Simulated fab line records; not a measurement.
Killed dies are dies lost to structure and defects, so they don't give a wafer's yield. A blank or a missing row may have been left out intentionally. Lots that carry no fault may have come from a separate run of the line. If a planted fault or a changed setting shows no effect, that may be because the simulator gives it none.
Matching of chambers :: flow n5-finfet :: 4 sister chambers for N5_BEOL_M11_VIA_ETCH_34 on rie-diel-06
The step etches SiCOH lowk in C4F6/O2, target depth 184.5 nm, time 69.2 s. 4 wafers are shown with their chamber, then 9 later ones without.

== WAFERS, EACH WITH ITS CHAMBER ==
wafer: L081.2
chamber: 2
rf-vpp-V (V): 642

wafer: L079.3
chamber: 1
rf-vpp-V (V): 639

wafer: L085.5
chamber: 0
rf-vpp-V (V): 676

wafer: L085.6
chamber: 3
rf-vpp-V (V): 670

== WAFERS WHOSE CHAMBER IS MISSING ==
wafer: L091.1
rf-vpp-V (V): 671

wafer: L091.3
rf-vpp-V (V): 649

wafer: L091.6
rf-vpp-V (V): 669

wafer: L093.1
rf-vpp-V (V): 648

wafer: L093.3
rf-vpp-V (V): 676

wafer: L093.5
rf-vpp-V (V): 649

wafer: L097.1
rf-vpp-V (V): 641

wafer: L097.3
rf-vpp-V (V): 649

wafer: L097.5
rf-vpp-V (V): 676

== CHAMBER TAKEN BY EACH ==
wafer: L091.1
from the rows above: can't be placed: 3 or 0
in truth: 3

wafer: L091.3
from the rows above: can't be placed: 2 or 1
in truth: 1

wafer: L091.6
from the rows above: can't be placed: 3 or 0
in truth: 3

wafer: L093.1
from the rows above: can't be placed: 2 or 1
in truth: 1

wafer: L093.3
from the rows above: can't be placed: 0 or 3
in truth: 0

wafer: L093.5
from the rows above: can't be placed: 2 or 1
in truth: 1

wafer: L097.1
from the rows above: can't be placed: 2 or 1
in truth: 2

wafer: L097.3
from the rows above: can't be placed: 2 or 1
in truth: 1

wafer: L097.5
from the rows above: can't be placed: 0 or 3
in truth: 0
Placed correctly: 0 of 9. These rows do not allow placing 9 (true chamber among the candidates in 9). Number placed wrongly: 0.
How it was worked out, from the rows above alone: a wafer's distance from a chamber is the root of the sum, over the readings, of the square of ((its reading less the chamber's mean) divided by the reading's scatter). If the next closest chamber is less than 2 further off than the closest, the wafer can't be placed; otherwise it belongs to the closest. The mean given for a chamber averages the wafers shown for that chamber. The scatter (one wafer shown for each chamber): square how far every hidden wafer sits from the nearest shown wafer, average those squares and take the square root.
